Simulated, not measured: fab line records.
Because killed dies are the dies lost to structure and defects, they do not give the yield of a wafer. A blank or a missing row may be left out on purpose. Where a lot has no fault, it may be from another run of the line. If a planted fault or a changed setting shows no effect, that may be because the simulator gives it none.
Struck lot and sound lot, side by side :: flow nand-harc :: 15 out of 1159 route steps
Sound: wafers L578.3, L578.5, L578.6. Struck: wafers L586.3, L586.5, L586.6. The cause is named last.
Per side, at each step with rows, come the tool, then ch with its chambers, and then its first start. Under that, the readings that differ: sound wafers :: struck wafers :: difference of the means :: sigmas: that difference in standard deviations of wafers without a fault.
alike: a reading whose means differ by less than 2 such deviations, as well as words and numbers matching on both sides. not compared: withheld readings; readings where some wafer has no value; bounds like >300 that might hide an equal value; numbers whose values overlap and for which the record gives no deviation.
Wherever a step has rows on one side only, a row that says differs or no value, or a row with sigmas, the two part there. Non-overlapping numbers with no deviation appear without sigmas and do not part them. A reading that every wafer of one side lacks parts them only if that side has two wafers or more.

first, 3 steps without rows for these wafers: NHARC_A_CONTACT_EXPOSE_39 (exposes mask A CC 3); NHARC_A_CONTACT_PEB_40 (peb time 65 s); NHARC_A_CONTACT_DEVELOP_41 (develop time 35 s).
NHARC_A_CONTACT_CD_MEAS_42: target cd 200 nm.
  sound on cd-sem-02 ch 0, day 17 19:58; struck on cd-sem-03 ch 0, day 20 16:11
  alike: cd-nm
NHARC_A_CONTACT_OVL_MEAS_43:
  sound: overlay-01 at day 17 20:04; struck: overlay-02 at day 20 16:16
  alike: overlay-x-nm, overlay-y-nm
NHARC_A_CONTACT_INSPECT_44:
  sound: defect-inspect-01 at day 17 20:05; struck: defect-inspect-02 at day 20 16:18
  alike: raw-defect-count
NHARC_A_CONTACT_DESCUM_47: chemistry O2, time 3 s.
  sound on rie-diel-06 ch 0,3, day 17 20:10; struck on rie-diel-03 ch 1,2,3, day 20 16:24
  alike: drypump-motor-current-A, oes-product-au, rf-vpp-V, showerhead-plenum-p-Torr, throttle-valve-pct
  not compared: rf-hours-counter-h
then, 1 step without rows for these wafers: NHARC_A_CONTACT_ETCH_48 (etches the open film in CF4, target depth 39 nm, time 65 s).
NHARC_A_CONTACT_ETCH_49: etches the open film in N2/H2, target depth 260 nm, time 475.3 s.
  sound: rie-diel-06 ch 0,1; struck: rie-diel-03 ch 0,1,2
  alike: bias-w, chamber-pressure-mTorr, drypump-motor-current-A, oes-product-au, rf-vpp-V, showerhead-plenum-p-Torr, throttle-valve-pct
  not compared: rf-hours-counter-h
then, 1 step without rows for these wafers: NHARC_A_CONTACT_ETCH_50 (etches the open film in CF4/CHF3, target depth 84.7 nm, time 42.4 s).
NHARC_A_CONTACT_ETCH_51: etches the open film in O2/COS, target depth 3600 nm, time 936 s.
  sound: rie-diel-06 ch 1,2,3; struck: rie-diel-03 ch 0,3
  alike: bias-w, chamber-pressure-mTorr, drypump-motor-current-A, oes-product-au, rf-vpp-V, showerhead-plenum-p-Torr, throttle-valve-pct
  not compared: rf-hours-counter-h
NHARC_A_CONTACT_ETCH_111: etches the open film in C4F8/O2/Ar, time 140 s, target depth 700 nm.
  sound on har-cap-etch-03 ch 0,1, day 17 21:57; struck on har-cap-etch-03 ch 0,1, day 20 17:43
  alike: chamber-pressure-mTorr, oes-air-line-au
  not compared: rf-hours-counter-h
NHARC_A_CONTACT_ETCH_112: etches the open film in C4F8/O2/Ar, time 94 s, target depth 922 nm.
  sound on har-cap-etch-03 ch 0,1, day 17 22:06; struck on har-cap-etch-03 ch 0,1, day 20 17:52
  no value came back on the struck wafers for chamber-pressure-mTorr (mTorr), oes-air-line-au (a.u.); on the sound wafers chamber-pressure-mTorr (mTorr) reads 20.018 19.983 19.983
  not compared: rf-hours-counter-h
NHARC_A_CONTACT_ETCH_113: etches the open film in C4F8/O2/Ar, time 94 s, target depth 922 nm.
  sound on har-cap-etch-03 ch 0,1, day 17 22:11; struck on har-cap-etch-03 ch 0,1, day 20 17:58
  alike: chamber-pressure-mTorr, oes-air-line-au
  not compared: rf-hours-counter-h
-- the record jumps here: 3 days lie between the struck wafers' starts before and after (it left off in module A_CONTACT and takes up again in module END, whose first step shown is number 1159 of the route) --
NHARC_END_SORT_01:
  at this point the record logs the struck wafers (prober-02 ch 0, day 24 03:35) and has no rows for the sound ones

## WHERE THEY PART
Last at NHARC_END_SORT_01 as far as this record goes, first at NHARC_A_CONTACT_ETCH_112.

WHY: what had been put in by the simulator
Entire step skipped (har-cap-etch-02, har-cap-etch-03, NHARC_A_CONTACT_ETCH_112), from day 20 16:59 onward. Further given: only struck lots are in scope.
